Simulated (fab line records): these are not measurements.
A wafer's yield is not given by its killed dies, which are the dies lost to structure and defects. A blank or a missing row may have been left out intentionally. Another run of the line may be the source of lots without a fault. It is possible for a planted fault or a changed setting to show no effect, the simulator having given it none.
fab line records	flow n5Finfet	part 1 of 2: steps 1 to 25 of 32
[record] lots = 5	wafers = 15	lastDay = 17
route steps=1938 shown SDB@371 DUMMY_REMOVAL@377 HKMG_FIN@385
lots with no fault: from the same line, run without faults
startH: hours from the record's opening day to when the first of the lot's shown wafers began	waitH: time in hours since the lot's previous step	" unchanged from the row above	L1.1+2: a row that stands for several wafers	- no value, or no start given	* or withheld: withheld	< > ~ a bound
route shown NAME@n: NAME is a module with steps in the file, n the number in the route of the first one	usual: mean/standard deviation of fault-free wafers	same: alike in all rows	chamber/n: place in a boat	sites: per-site readings	_std_site: the standard deviation of these	_edge_site: the outer-site mean with the inner-site mean subtracted	radiusMm: how far each site lies from the wafer's centre	mask NAME#n: copy n	behind: the last tool/chamber to shape the wafer	hold: reason for holding the lot/hours on hold/outcome of the hold	device: the transistor (n, p or np) that didn't switch	end of line: the route-end tests of the same wafers	a step given without rows: its recipe and nothing more	killed: dies that structure and defects cost at the first sort, which is not the same as the wafer's yield	map: per-die view of a wafer (x killed, . not killed, _ where there is no die)
set.NAME: the setting that was run; set.NAME@STEP: the one run at that earlier step	model.NAME: the simulator's own value behind a step, which no gauge read
certain route steps with their lots: each step a table, each wafer a row
services: from which hour (startH, from the record's first day; less than 0 if before it) a tool's chamber was out of use, for how many hours, and why
[[steps]]
[step N5_SDB_PRECLEAN_39]
[recipe] chemistry = O3/DIW	timeS = 45	tempC = 22	o3Ppm = 10
lot.wafer	tool	chamber	startH	waitH
L079.2+3+5	wetBench-05	0,1,2	105.05	0.0
L082.2+5+6	wetBench-01	2,4,7	117.97	0.0
L084.2+5+6	wetBench-03	1,5,0	125.05	0.0
L086.1+3+6	wetBench-05	1,7,6	143.57	0.0
L089.1+4+6	wetBench-01	1,0,3	163.67	0.0
[step N5_SDB_SRD_28]
[recipe] dry = ipaMarangoni	timeS = 30	tempC = 23	rinseLiquid = diw
lot.wafer	tool	chamber	startH	waitH
L079.2+3+5	wetBench-05	0,1,2	105.06	0.0
L082.2+5+6	wetBench-01	2,4,7	117.99	0.0
L084.2+5+6	wetBench-03	1,5,0	125.06	0.0
L086.1+3+6	wetBench-05	1,7,6	143.59	0.0
L089.1+4+6	wetBench-01	1,0,3	163.69	0.0
[step N5_SDB_ALD_29]
[recipe] material = SiNx	targetThkA = 300	tempC = 400	aldPrecursorFamily = SiH2I2	aldCoReactant = N2/H2-plasma	pulseTimeS = 1	aldCycles = 600	purgeTimeS = 2	coReactantPurgeTimeS = 2	pressureTorr = 2
[usual] heaterPowerW = 826/83	precursorPulseHeightRel = 0.999/0.02
lot.wafer	tool	chamber	startH	waitH	heaterPowerW	precursorPulseHeightRel
L079.2	aldSin-02	1	105.11	0.0	810	0.990
L079.3	"	0	"	"	718	0.976
L079.5	"	1	106.46	1.4	835	0.986
L082.2	aldSin-04	2	118.06	0.0	886	0.987
L082.5	"	3	119.41	1.4	927	0.983
L082.6	"	0	"	"	770	0.992
L084.2	aldSin-04	0	125.13	0.1	764	1.010
L084.5	"	1	126.48	1.4	687	0.981
L084.6	"	0	"	"	771	0.973
L086.1	aldSin-04	3	143.64	0.0	940	0.984
L086.3	"	0	"	"	766	1.025
L086.6	"	2	144.99	1.4	887	0.997
L089.1	aldSin-04	2	163.74	0.0	866	0.973
L089.4	"	1	"	"	686	1.009
L089.6	"	3	165.09	1.4	931	0.979
[step N5_SDB_CMP_30]
[recipe] stopOn = poly-Si	tOverpolishS = 1.54	postCmpClean = alkalineBrush	downForcePsi = 4.1491	platenRpm = 51.796	padVelocityMS = 1.0306	targetThkNm = 30
[usual] motorCurrentA = 12.6/0.75	overpolishRunS = 1.540/0.0096	timeToEndpointS = 17.7/2.2
lot.wafer	tool	chamber	startH	waitH	motorCurrentA	overpolishRunS	timeToEndpointS
L079.2	cmp-03	3	107.88	1.4	12.3	1.528	17.0
L079.3	"	1	"	"	13.7	1.544	15.9
L079.5	"	3	"	"	13.1	1.538	13.8
L082.2	cmp-03	0	120.87	1.5	11.6	1.546	21.8
L082.5	"	2	"	"	13.0	1.539	17.7
L082.6	"	3	"	"	12.8	1.526	18.4
L084.2	cmp-01	1	127.90	1.4	12.3	1.547	15.2
L084.5	"	0	"	"	11.7	1.554	20.2
L084.6	"	1	"	"	12.4	1.546	18.6
L086.1	cmp-03	2	146.37	1.4	12.8	1.544	15.6
L086.3	"	1	"	"	13.5	1.538	17.7
L086.6	"	3	"	"	13.3	1.544	18.7
L089.4	cmp-02	1	166.51	1.4	11.9	1.543	12.4
L089.1	"	2	"	"	13.3	1.559	18.3
L089.6	"	0	"	"	11.9	1.551	17.1
[step N5_SDB_THK_MEAS_31]
[recipe] reads = a-Si_of_DUMMY_GATE_CVD_03
[usual] SDB_THK = 64.2/1.2
lot.wafer	tool	chamber	startH	waitH	SDB_THK[nm]
L079.2	filmMetro-01	-	108.14	-	63.2
L079.3	"	-	"	"	63.0
L079.5	"	-	"	"	65.0
L082.2	filmMetro-01	-	121.09	-	64.1
L082.5	"	-	"	"	63.6
L082.6	"	-	"	"	63.8
L084.2	filmMetro-01	-	128.17	-	66.1
L084.5	"	-	"	"	64.2
L084.6	"	-	"	"	63.8
L086.1	filmMetro-02	-	146.66	-	64.7
L086.3	"	-	"	"	66.1
L086.6	"	-	"	"	63.8
L089.1	filmMetro-02	-	166.76	-	64.0
L089.4	"	-	"	"	65.7
L089.6	"	-	"	"	65.0
[step N5_SDB_INSPECT_36]
[recipe] inspectInstrument = darkfield	mode = postCmp
[usual] rawDefectCount = 38/19
lot.wafer	tool	chamber	startH	waitH	rawDefectCount
L079.2	defectInspect-01	-	108.16	0.0	20
L079.3	"	-	"	"	27
L079.5	"	-	"	"	16
L082.2	defectInspect-01	-	121.11	0.0	117
L082.5	"	-	"	"	65
L082.6	"	-	"	"	20
L084.2	defectInspect-02	-	128.19	0.0	45
L084.5	"	-	"	"	82
L084.6	"	-	"	"	42
L086.1	defectInspect-02	-	146.69	0.0	57
L086.3	"	-	"	"	26
L086.6	"	-	"	"	51
L089.1	defectInspect-01	-	166.79	0.0	12
L089.4	"	-	"	"	13
L089.6	"	-	"	"	17
[step N5_DUMMY_REMOVAL_HM_STRIP_01]
[recipe] chemistry = CH3F/O2	material = SiNx	targetDepthA = 40	stopOn = poly-Si	timeS = 6.8	overEtchFrac = 0.3	ionEnergyEv = 60	powerW = 410	biasW = 29	Ar_flow_sccm = 150	CH3F_flow_sccm = 30	O2_flow_sccm = 20
[usual] drypumpMotorCurrentA = 5.6/0.36	oesProductAu = 0.61/0.064	rfVppV = 127.2/1.1	showerheadPlenumPTorr = 1.98/0.066	throttleValvePct = 16.38/0.2
lot.wafer	tool	chamber	startH	waitH	drypumpMotorCurrentA	oesProductAu	rfHoursCounterH	rfVppV	showerheadPlenumPTorr	throttleValvePct
L079.2	rieDiel-04	1	108.20	0.0	6.2	0.57	214	126.0	1.91	16.54
L079.3	"	3	"	"	5.6	0.56	222	126.9	1.96	16.45
L079.5	"	3	"	"	5.6	0.56	-	127.8	1.96	16.45
L082.2	rieDiel-02	3	121.35	0.2	5.7	0.60	197	127.8	1.97	16.51
L082.5	"	0	"	"	5.4	0.58	-	126.9	2.05	16.53
L082.6	"	1	"	"	6.0	0.60	-	127.7	1.91	16.02
L084.2	rieDiel-06	1	128.22	0.0	5.7	0.60	184	126.1	1.92	16.32
L084.5	"	1	"	"	5.7	0.60	-	125.9	1.92	16.30
L084.6	"	2	"	"	5.2	0.59	-	127.6	2.07	16.39
L086.1	rieDiel-04	3	146.80	0.1	5.7	0.55	225	127.8	1.96	16.47
L086.3	"	2	"	"	5.2	0.61	151	128.4	2.10	16.45
L086.6	"	0	"	"	5.8	0.80	-	127.0	1.98	16.01
L089.1	rieDiel-04	3	166.82	0.0	5.6	0.56	228	126.0	1.96	16.46
L089.4	"	2	"	"	5.2	0.61	157	126.9	2.10	16.47
L089.6	"	3	"	"	5.7	0.55	-	127.3	1.96	16.46
[step N5_DUMMY_REMOVAL_STRIP_10]
[recipe] chemistry = N2/H2	timeS = 40	powerW = 100	tempC = 40	pressureMtorr = 100	rfFrequencyHz = 6e+07	biasPowerW = 3	n2FlowSccm = 300	h2FlowSccm = 300
[usual] drypumpMotorCurrentA = 5.6/0.36	oesProductAu = 0.75/0.083	rfVppV = 45.4/0.82	showerheadPlenumPTorr = 3.34/0.11	throttleValvePct = 12.32/0.25
lot.wafer	tool	chamber	startH	waitH	drypumpMotorCurrentA	oesProductAu	rfHoursCounterH	rfVppV	showerheadPlenumPTorr	throttleValvePct
L079.2	rieDiel-04	1	108.23	0.0	6.2	0.70	214	45.1	3.22	12.52
L079.3	"	3	"	"	5.7	0.67	222	45.4	3.34	12.50
L079.5	"	3	"	"	5.6	0.67	-	45.3	3.34	12.51
L082.2	rieDiel-02	3	121.38	0.0	5.7	0.73	197	45.7	3.35	12.54
L082.5	"	0	"	"	5.4	0.72	-	45.2	3.45	12.50
L082.6	"	1	"	"	6.1	0.73	-	46.0	3.25	12.03
L084.2	rieDiel-06	1	128.26	0.0	5.7	0.74	184	44.8	3.21	12.08
L084.5	"	1	"	"	5.6	0.74	-	45.2	3.21	12.07
L084.6	"	2	"	"	5.3	0.72	-	45.3	3.50	12.39
L086.1	rieDiel-04	3	146.83	0.0	5.7	0.69	225	45.7	3.34	12.50
L086.3	"	2	"	"	5.2	0.74	151	46.7	3.54	12.44
L086.6	"	0	"	"	5.8	0.99	-	45.8	3.33	11.81
L089.1	rieDiel-04	3	166.86	0.0	5.6	0.68	228	45.4	3.34	12.51
L089.4	"	2	"	"	5.3	0.74	157	45.3	3.53	12.45
L089.6	"	3	"	"	5.7	0.68	-	45.6	3.34	12.50
[step N5_DUMMY_REMOVAL_PRECLEAN_07]
[recipe] chemistry = dHF	timeS = 30	tempC = 25	dilution = withheld
lot.wafer	tool	chamber	startH	waitH
L079.2+3+5	wetBench-04	3,4,2	108.33	0.1
L082.2+5+6	wetBench-02	4,1,0	121.47	0.1
L084.2+5+6	wetBench-02	1,2,5	128.35	0.1
L086.1+3+6	wetBench-04	5,2,7	146.93	0.1
L089.1+4+6	wetBench-02	4,7,3	166.95	0.1
[step N5_DUMMY_REMOVAL_DUMMY_REMOVE_02]
[recipe] chemistry = TMAH	tempC = 70	target = poly-Si	stopOn = SiO2	targetDepthNm = 142	concWtPct = 5	timeS = 57	dry = ipaMarangoni	rinseTimeS = 30	rinseTempC = 23
[usual] concWtPct = 5.00/0.051	rinseTempC = 23.00/0.1
lot.wafer	tool	chamber	startH	waitH	concWtPct	rinseTempC
L079.2	wetBench-04	3	108.34	0.0	4.95	23.03
L079.3	"	4	"	"	5.00	22.71
L079.5	"	2	"	"	5.07	22.94
L082.2	wetBench-02	4	121.48	0.0	5.06	22.95
L082.5	"	1	"	"	4.96	23.05
L082.6	"	0	"	"	4.99	23.08
L084.2	wetBench-02	1	128.37	0.0	5.01	22.98
L084.5	"	2	"	"	4.92	23.01
L084.6	"	5	"	"	5.04	23.10
L086.1	wetBench-04	5	146.94	0.0	5.04	23.02
L086.3	"	2	"	"	5.12	22.83
L086.6	"	7	"	"	5.05	22.95
L089.1	wetBench-02	4	166.96	0.0	4.97	22.99
L089.4	"	7	"	"	4.94	23.04
L089.6	"	3	"	"	5.03	23.27
[step N5_DUMMY_REMOVAL_INSPECT_06]
[recipe] inspectInstrument = brightfield	mode = aei
[usual] rawDefectCount = 11/4.7
lot.wafer	tool	chamber	startH	waitH	rawDefectCount
L079.2	defectInspect-01	-	108.40	0.0	9
L079.3	"	-	"	"	13
L079.5	"	-	"	"	19
L082.2	defectInspect-01	-	121.54	0.0	6
L082.5	"	-	"	"	10
L082.6	"	-	"	"	10
L084.2	defectInspect-02	-	128.42	0.0	13
L084.5	"	-	"	"	10
L084.6	"	-	"	"	12
L086.1	defectInspect-01	-	146.99	0.0	12
L086.3	"	-	"	"	10
L086.6	"	-	"	"	13
L089.1	defectInspect-01	-	167.02	0.0	7
L089.4	"	-	"	"	7
L089.6	"	-	"	"	6
[step N5_DUMMY_REMOVAL_PRECLEAN_08]
[recipe] chemistry = NF3:NH3	afsCycles = 2	tempC = 30	timeS = 20	sublimationTempC = 180	sublimationTimeS = 60	pressureTorr = 3	rfPowerW = 30
lot.wafer	tool	chamber	startH	waitH
L079.2+3+5	remotePlasma-01	1	108.46	0.1
L082.2+5+6	remotePlasma-01	1	121.61	0.1
L084.2+5+6	remotePlasma-02	0	128.49	0.1
L086.1+3+6	remotePlasma-01	1	147.03	0.0
L089.1+4+6	remotePlasma-02	1	167.06	0.0
[step N5_DUMMY_REMOVAL_PRECLEAN_04]
[recipe] chemistry = DHF	timeS = 37	tempC = 25	dilution = 500:1
lot.wafer	tool	chamber	startH	waitH
L079.2+3+5	wetBench-04	2,7,1	108.64	0.2
L082.2+5+6	wetBench-02	2,4,5	121.80	0.2
L084.2+5+6	wetBench-06	2,1,7	128.67	0.2
L086.1+3+6	wetBench-04	2,5,4	147.24	0.2
L089.1+4+6	wetBench-04	1,5,6	167.27	0.2
[step N5_DUMMY_REMOVAL_SRD_05]
[recipe] dry = ipaMarangoni	doPpb = 5	timeS = 30	tempC = 23	rinseLiquid = diw
lot.wafer	tool	chamber	startH	waitH
L079.2+3+5	wetBench-04	2,7,1	108.66	0.0
L082.2+5+6	wetBench-02	2,4,5	121.81	0.0
L084.2+5+6	wetBench-06	2,1,7	128.68	0.0
L086.1+3+6	wetBench-04	2,5,4	147.26	0.0
L089.1+4+6	wetBench-04	1,5,6	167.28	0.0
[step N5_HKMG_FIN_IL_REGROW_00]
[recipe] material = SiO2	targetThkA = 7.5	chemistry = O3	tempC = withheld	timeS = 30
lot.wafer	tool	chamber	startH	waitH
L079.2+3+5	aldHk-01	2,1,0	108.70	0.0
L082.2+5+6	aldHk-03	3,2,1	121.86	0.0
L084.2+5+6	aldHk-01	1,1,2	128.73	0.0
L086.1+3+6	aldHk-03	1,0,2	147.30	0.0
L089.1+4+6	aldHk-01	0,1,3	167.33	0.0
[step N5_HKMG_FIN_HK_ALD_01]
[recipe] material = HfO2	targetThkA = 16	tempC = withheld	aldPrecursorFamily = HfCl4	aldCoReactant = H2O	pulseTimeS = 3	purgeTimeS = 3	coReactantPurgeTimeS = 2.5	coReactantPulseTimeS = 0.3	aldCycles = 30
[usual] precursorPulseHeightRel = 1.005/0.02
lot.wafer	tool	chamber	startH	waitH	precursorPulseHeightRel
L079.2	aldHk-01	2	108.80	0.1	0.996
L079.3	"	1	"	"	1.012
L079.5	"	0	"	"	1.007
L082.2	aldHk-03	3	121.91	0.0	1.009
L082.5	"	2	"	"	0.965
L082.6	"	1	"	"	0.938
L084.2	aldHk-01	1	128.78	0.0	1.012
L084.5	"	1	"	"	1.034
L084.6	"	2	"	"	1.005
L086.1	aldHk-03	1	147.35	0.0	1.009
L086.3	"	0	"	"	1.032
L086.6	"	2	"	"	1.023
L089.1	aldHk-01	0	167.38	0.0	0.984
L089.4	"	1	"	"	1.011
L089.6	"	3	"	"	0.995
[step N5_HKMG_FIN_HK_ANNEAL_02]
[recipe] tempC = 700	timeS = 30	ambient = N2	idleTempC = 600	rampUpCPerS = 150	rampDownCPerS = 60	coolToC = 600
[usual] lampPowerPct = 8.80/0.051	wafer_temp_C_max = 703.0/0.74
lot.wafer	tool	chamber	startH	waitH	lampPowerPct	wafer_temp_C_max
L079.2	rtpAnneal-01	0	109.52	0.6	8.77	704.1
L079.3	"	0	"	"	8.82	702.5
L079.5	"	0	"	"	8.86	702.4
L082.2	rtpAnneal-01	0	122.13	0.1	8.81	704.6
L082.5	"	0	"	"	8.73	703.6
L082.6	"	0	"	"	8.79	702.3
L084.2	rtpAnneal-02	0	129.00	0.1	8.77	702.3
L084.5	"	0	"	"	8.97	703.8
L084.6	"	0	"	"	8.83	702.1
L086.1	rtpAnneal-02	0	147.54	0.1	8.82	702.5
L086.3	"	0	"	"	8.86	702.2
L086.6	"	0	"	"	8.88	702.3
L089.1	rtpAnneal-01	0	167.56	0.1	8.94	702.5
L089.4	"	0	"	"	8.78	704.0
L089.6	"	0	"	"	8.85	702.4
[step N5_HKMG_FIN_ALD_74]
[recipe] material = La2O3	targetThkA = 5	tempC = 250	aldPrecursorFamily = La-Cp	aldCoReactant = O3	pulseTimeS = 6	coReactantPulseTimeS = 1	purgeTimeS = 3	coReactantPurgeTimeS = 3
[usual] heaterPowerW = 356/38	precursorPulseHeightRel = 1.004/0.019
lot.wafer	tool	chamber	startH	waitH	heaterPowerW	precursorPulseHeightRel
L079.2	aldHk-03	0	109.70	0.2	310	1.015
L079.3	"	2	"	"	349	0.993
L079.5	"	3	"	"	361	1.005
L082.2	aldHk-01	1	122.33	0.2	442	1.006
L082.5	"	3	"	"	297	0.999
L082.6	"	2	"	"	329	1.007
L084.2	aldHk-03	1	129.18	0.2	404	1.007
L084.5	"	0	"	"	320	0.980
L084.6	"	3	"	"	344	1.007
L086.1	aldHk-02	0	147.75	0.2	343	1.009
L086.3	"	1	"	"	386	0.996
L086.6	"	3	"	"	404	0.988
L089.1	aldHk-03	3	167.78	0.2	353	1.005
L089.4	"	0	"	"	309	0.998
L089.6	"	1	"	"	402	0.986
[step N5_HKMG_FIN_ALD_75]
[recipe] material = Al2O3	targetThkA = 10	tempC = 150	aldPrecursorFamily = TMA	aldCoReactant = H2O	pulseTimeS = withheld	coReactantPulseTimeS = 1
[usual] heaterPowerW = 153/16	precursorPulseHeightRel = 1.001/0.016
lot.wafer	tool	chamber	startH	waitH	heaterPowerW	precursorPulseHeightRel
L079.2	aldHk-03	0	109.78	0.0	134	0.991
L079.3	"	2	"	"	148	1.013
L079.5	"	3	"	"	152	0.981
L082.2	aldHk-01	1	122.40	0.0	193	1.006
L082.5	"	3	"	"	128	1.011
L082.6	"	2	"	"	138	1.012
L084.2	aldHk-03	1	129.26	0.0	170	1.019
L084.5	"	0	"	"	132	1.013
L084.6	"	3	"	"	151	0.999
L086.1	aldHk-02	0	147.83	0.0	146	0.991
L086.3	"	1	"	"	158	0.975
L086.6	"	3	"	"	171	1.012
L089.1	aldHk-03	3	167.85	0.0	153	1.021
L089.4	"	0	"	"	130	1.002
L089.6	"	1	"	"	170	1.002
[step N5_HKMG_FIN_COAT_41]
[recipe] resist = SOC	tempC = 250	timeS = 60	spinRpm = 1500	resistThkNm = 300
[usual] resistLineTempC = 23.00/0.11
lot.wafer	tool	chamber	startH	waitH	resistLineTempC
L079.2	lithoTrack-05	0	109.88	-	23.09
L079.3	"	0	"	"	23.10
L079.5	"	0	"	"	23.07
L082.2	lithoTrack-05	0	122.50	-	23.09
L082.5	"	0	"	"	23.07
L082.6	"	0	"	"	23.01
L084.2	lithoTrack-03	0	129.36	-	22.99
L084.5	"	0	"	"	23.01
L084.6	"	0	"	"	22.81
L086.1	lithoTrack-05	0	147.93	-	22.89
L086.3	"	0	"	"	22.88
L086.6	"	0	"	"	22.94
L089.1	lithoTrack-04	0	167.95	-	22.92
L089.4	"	0	"	"	22.86
L089.6	"	0	"	"	22.78
[step N5_HKMG_FIN_COAT_42]
[recipe] resist = SiARC	tempC = 220	timeS = 60	spinRpm = 1500	resistThkNm = 35
[usual] resistLineTempC = 23.02/0.11
lot.wafer	tool	chamber	startH	waitH	resistLineTempC
L079.2	lithoTrack-05	0	-	-	23.05
L079.3	"	0	"	"	23.06
L079.5	"	0	"	"	23.18
L082.2	lithoTrack-05	0	-	-	23.08
L082.5	"	0	"	"	23.14
L082.6	"	0	"	"	23.04
L084.2	lithoTrack-03	0	-	-	22.70
L084.5	"	0	"	"	22.92
L084.6	"	0	"	"	22.89
L086.1	lithoTrack-05	0	-	-	22.87
L086.3	"	0	"	"	22.87
L086.6	"	0	"	"	22.94
L089.1	lithoTrack-04	0	-	-	22.84
L089.4	"	0	"	"	22.92
L089.6	"	0	"	"	23.02
[step N5_HKMG_FIN_COAT_43]
[recipe] resist = CAR-ArF	spinRpm = 1500	resistThkNm = 90
[usual] resistLineTempC = 22.99/0.11
lot.wafer	tool	chamber	startH	waitH	resistLineTempC
L079.2	lithoTrack-05	0	-	-	22.95
L079.3	"	0	"	"	23.01
L079.5	"	0	"	"	22.97
L082.2	lithoTrack-05	0	-	-	23.15
L082.5	"	0	"	"	23.23
L082.6	"	0	"	"	23.07
L084.2	lithoTrack-03	0	-	-	22.93
L084.5	"	0	"	"	23.13
L084.6	"	0	"	"	23.02
L086.1	lithoTrack-05	0	-	-	23.12
L086.3	"	0	"	"	23.15
L086.6	"	0	"	"	23.01
L089.1	lithoTrack-04	0	-	-	22.92
L089.4	"	0	"	"	23.04
L089.6	"	0	"	"	23.02
[step N5_HKMG_FIN_EBR_45]
[recipe] solvent = PGMEA	ebrWidthMm = 1.5
[usual] resistLineTempC = 22.98/0.099
lot.wafer	tool	chamber	startH	waitH	resistLineTempC
L079.2	lithoTrack-05	0	-	-	22.91
L079.3	"	0	"	"	22.92
L079.5	"	0	"	"	22.86
L082.2	lithoTrack-05	0	-	-	22.98
L082.5	"	0	"	"	22.96
L082.6	"	0	"	"	23.02
L084.2	lithoTrack-03	0	-	-	23.01
L084.5	"	0	"	"	23.09
L084.6	"	0	"	"	23.19
L086.1	lithoTrack-05	0	-	-	22.89
L086.3	"	0	"	"	22.98
L086.6	"	0	"	"	22.92
L089.1	lithoTrack-04	0	-	-	23.05
L089.4	"	0	"	"	22.88
L089.6	"	0	"	"	22.97
[step N5_HKMG_FIN_SOFTBAKE_44]
[recipe] tempC = 110	timeS = 60	resist = CAR-ArF
[usual] resistLineTempC = 23.01/0.089
lot.wafer	tool	chamber	startH	waitH	resistLineTempC
L079.2	lithoTrack-05	0	-	-	23.02
L079.3	"	0	"	"	23.00
L079.5	"	0	"	"	23.04
L082.2	lithoTrack-05	0	-	-	23.01
L082.5	"	0	"	"	22.87
L082.6	"	0	"	"	23.05
L084.2	lithoTrack-03	0	-	-	23.10
L084.5	"	0	"	"	22.95
L084.6	"	0	"	"	22.96
L086.1	lithoTrack-05	0	-	-	22.91
L086.3	"	0	"	"	23.01
L086.6	"	0	"	"	22.92
L089.1	lithoTrack-04	0	-	-	23.05
L089.4	"	0	"	"	23.00
L089.6	"	0	"	"	22.97
[step N5_HKMG_FIN_EXPOSE_46]
[recipe] maskId = NDIPOLE	na = 1.35	sourceShape = conventional	sigmaOuter = 0.8	polarization = unpolarized	doseMj = 40
[same] na = 1.35
lot.wafer	tool	chamber	startH	waitH	mask
L079.2+3+5	arfiScanner-01	0	110.12	-	NDIPOLE#0
L082.2+5+6	arfiScanner-02	0	122.75	-	NDIPOLE#0
L084.2+5+6	arfiScanner-03	0	129.48	-	NDIPOLE#0
L086.1+3+6	arfiScanner-02	0	148.17	-	NDIPOLE#0
L089.1+4+6	arfiScanner-03	0	168.20	-	NDIPOLE#0
